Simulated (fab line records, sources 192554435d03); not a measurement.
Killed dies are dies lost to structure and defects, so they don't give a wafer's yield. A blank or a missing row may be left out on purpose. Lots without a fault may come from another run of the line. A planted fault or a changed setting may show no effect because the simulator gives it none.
Split-lot experiment | flow n5_finfet | 7 lots, 39 wafers read, on a route of 1938 steps

THE SPLIT
At N5_BEOL_M0_ETCH_128 (etches SiCN in CF4/N2, target depth 12 nm, overetch 5.1 nm, time 21.4 s), the setting time_s was moved away from the recipe's 21.4 s on 15 of the 39 wafers read, by -42.1% to +50.6%. The other wafers ran this setting at the recipe's value.

The reading is taken at the split's own step.

THE READING
TiN_of_BEOL_M0_SAQP_HM_DEP_02.thk_nm (the simulator's own value, which no gauge read), in nm, at N5_BEOL_M0_ETCH_128 (etches SiCN in CF4/N2, target depth 12 nm, overetch 5.1 nm, time 21.4 s). The file gives no usual value for it. The 24 wafers here that ran the recipe average 10.7 nm, standard deviation 0.19 nm.

wafer  | tool, chamber at the split | time_s as run, s | against the recipe | TiN_of_BEOL_M0_SAQP_HM_DEP_02.thk_nm, nm | against lot-mates on the recipe
L074.1 | rie_diel-05, 3,2           | 15.27            | -28.6%             | 11.2                                     | +0.5
L074.3 | rie_diel-05, 3,2           | 15.27            | -28.6%             | 11.2                                     | +0.5
L074.2 | rie_diel-05, 1             | 15.27            | -28.6%             | 11                                       | +0.3
L074.4 | rie_diel-05, 0,2           | 21.4             | recipe             | 10.6                                     | -
L074.5 | rie_diel-05, 0,2           | 21.4             | recipe             | 10.6                                     | -
L074.6 | rie_diel-05, 1             | 21.4             | recipe             | 10.8                                     | -
L076.1 | rie_diel-05, 3,1,2         | 32.12            | +50.1%             | 10                                       | -0.8
L076.2 | rie_diel-05, 3,1,2         | 32.12            | +50.1%             | 10                                       | -0.8
L076.6 | rie_diel-05, 3,1,2         | 32.12            | +50.1%             | 10                                       | -0.8
L076.3 | rie_diel-05, 0,2,3         | 21.4             | recipe             | 10.8                                     | -
L076.4 | rie_diel-05, 0,2,3         | 21.4             | recipe             | 10.8                                     | -
L076.5 | rie_diel-05, 0,2,3         | 21.4             | recipe             | 10.8                                     | -
L082.1 | rie_diel-04, 2,1,3         | 27.01            | +26.2%             | 10.4                                     | -0.3
L082.4 | rie_diel-04, 2,1,3         | 27.01            | +26.2%             | 10.4                                     | -0.3
L082.6 | rie_diel-04, 2,1,3         | 27.01            | +26.2%             | 10.4                                     | -0.3
L082.2 | rie_diel-04, 3,0           | 21.4             | recipe             | 10.8                                     | -
L082.5 | rie_diel-04, 3,0           | 21.4             | recipe             | 10.8                                     | -
L082.3 | rie_diel-04, 0             | 21.4             | recipe             | 10.6                                     | -
L084.1 | rie_diel-04, 1             | 21.4             | recipe             | 10.6                                     | -
L084.2 | rie_diel-04, 3             | 21.4             | recipe             | 10.8                                     | -
L084.5 | rie_diel-04, 3             | 21.4             | recipe             | 10.4                                     | -
L086.1 | rie_diel-05, 0             | 21.4             | recipe             | 10.4                                     | -
L086.2 | rie_diel-05, 2,1           | 21.4             | recipe             | 10.6                                     | -
L086.5 | rie_diel-05, 2,1           | 21.4             | recipe             | 10.6                                     | -
L086.3 | rie_diel-05, 1             | 12.4             | -42.1%             | 11.4                                     | +0.9
L086.4 | rie_diel-05, 3,2           | 12.4             | -42.1%             | 11                                       | +0.5
L086.6 | rie_diel-05, 3,2           | 12.4             | -42.1%             | 11                                       | +0.5
L091.1 | rie_diel-05, 2             | 21.4             | recipe             | 10.2                                     | -
L091.2 | rie_diel-05, 0,2           | 32.23            | +50.6%             | 10                                       | -0.4
L091.6 | rie_diel-05, 0,2           | 32.23            | +50.6%             | 10                                       | -0.4
L091.3 | rie_diel-05, 3             | 21.4             | recipe             | 10.6                                     | -
L091.4 | rie_diel-05, 1             | 21.4             | recipe             | 10.4                                     | -
L091.5 | rie_diel-05, 1             | 32.23            | +50.6%             | 10.2                                     | -0.2
L093.1 | rie_diel-06, 3,0,3         | 21.4             | recipe             | 10.8                                     | -
L093.4 | rie_diel-06, 3,0,3         | 21.4             | recipe             | 10.8                                     | -
L093.5 | rie_diel-06, 3,0,3         | 21.4             | recipe             | 10.8                                     | -
L093.2 | rie_diel-06, 1,2           | 21.4             | recipe             | 11                                       | -
L093.6 | rie_diel-06, 1,2           | 21.4             | recipe             | 11                                       | -
L093.3 | rie_diel-06, 2             | 21.4             | recipe             | 10.6                                     | -
Where a row lists several chambers, the file gives one row for several wafers and doesn't say which wafer went through which chamber.

THE FIT
A straight line over all 39 wafers: TiN_of_BEOL_M0_SAQP_HM_DEP_02.thk_nm changes by -0.0125 nm for each +1% of time_s; r = -0.88; the points scatter about the line by 0.17 nm.
The same after taking each lot's own level away (the mean of its wafers on the recipe; 39 wafers): -0.0127 nm for each +1%; r = -0.90; scatter 0.16 nm.
On that fit, the largest move of time_s shifts the reading by 0.64 nm.
The lots' own levels span 10.40 to 10.83 nm, that is 2.3 times the standard deviation above.
So the lot-to-lot level changes the slope little: the two slopes agree.
Check: with one of the wafers moved furthest among these (+50.6%) left out of the fit, the line predicts -0.644 nm for it against its lot-mates. It came out at -0.4 nm against them.

OTHER SPLITS ON THESE WAFERS
These wafers also went through other splits before the reading. Each is held against what the fit with the lots' levels taken away leaves over:
other split on the same wafers     | wafers away from the commonest value | r with TiN_of_BEOL_M0_SAQP_HM_DEP_02.thk_nm (lot level and that fit taken away)
N5_FIN_SAQP_HM_DEP_03 time_s       | 9                                    | +0.20
N5_SD_EPI_N_ETCH_45 target_depth_a | 15                                   | +0.07
N5_BEOL_M0_SAQP_PECVD_96 time_s    | 12                                   | +0.02

THE FILE'S OWN FIT
TiN_of_BEOL_M0_SAQP_HM_DEP_02.thk_nm changes by -0.0125 nm for each +1% of time_s, r = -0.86.
